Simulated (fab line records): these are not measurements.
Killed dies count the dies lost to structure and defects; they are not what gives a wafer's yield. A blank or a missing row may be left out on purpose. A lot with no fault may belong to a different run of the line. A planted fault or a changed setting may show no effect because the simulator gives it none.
Chamber matching + flow n5Finfet + N5_SDB_ETCH_17 on rieDiel-04: 4 sister chambers
The step etches SiARC in CF4, target depth 23.4 nm, time 39 s. 8 wafers are shown with their chamber, then 7 later ones without.

## EACH WAFER AND ITS CHAMBER
| wafer  | chamber | throttleValvePct (%) | drypumpMotorCurrentA (A) |
|--------|---------|----------------------|--------------------------|
| L077.5 | 3       | 15.44                | 6.5                      |
| L081.1 | 0       | 15.60                | 5.8                      |
| L082.5 | 0       | 15.61                | 5.7                      |
| L085.1 | 2       | 15.19                | 4.9                      |
| L085.2 | 3       | 15.46                | 6.6                      |
| L085.3 | 1       | 15.51                | 6.3                      |
| L087.2 | 2       | 15.19                | 4.9                      |
| L087.3 | 1       | 15.51                | 6.3                      |

## WAFERS WITHOUT THEIR CHAMBER
| wafer  | throttleValvePct (%) | drypumpMotorCurrentA (A) |
|--------|----------------------|--------------------------|
| L087.5 | 15.46                | 6.5                      |
| L093.1 | 15.21                | 4.9                      |
| L093.5 | 15.20                | 4.9                      |
| L093.6 | 15.48                | 6.6                      |
| L095.2 | 15.24                | 4.9                      |
| L095.3 | 15.56                | 6.3                      |
| L095.5 | 15.47                | 6.6                      |

## WHICH CHAMBER EACH ONE RAN IN
| wafer  | from the rows above | in truth |
|--------|---------------------|----------|
| L087.5 | 3                   | 3        |
| L093.1 | 2                   | 2        |
| L093.5 | 2                   | 2        |
| L093.6 | 3                   | 3        |
| L095.2 | 2                   | 2        |
| L095.3 | 1                   | 1        |
| L095.5 | 3                   | 3        |
Placed correctly: 7 of 7. Left unplaced by these rows: 0. Placed wrongly: 0.
How it was worked out, from the rows above alone: a wafer's distance from a chamber is the root of the sum, over the readings, of the square of ((its reading less the chamber's mean) divided by the reading's scatter). The wafer belongs to the nearest chamber; if the next one is less than 2 further off, it can't be placed. A chamber's mean is the mean of its shown wafers. How the scatter is found: for the shown wafers, subtract from each reading the mean of its chamber, square and add these, divide the total by (wafers less chambers), then take the root.
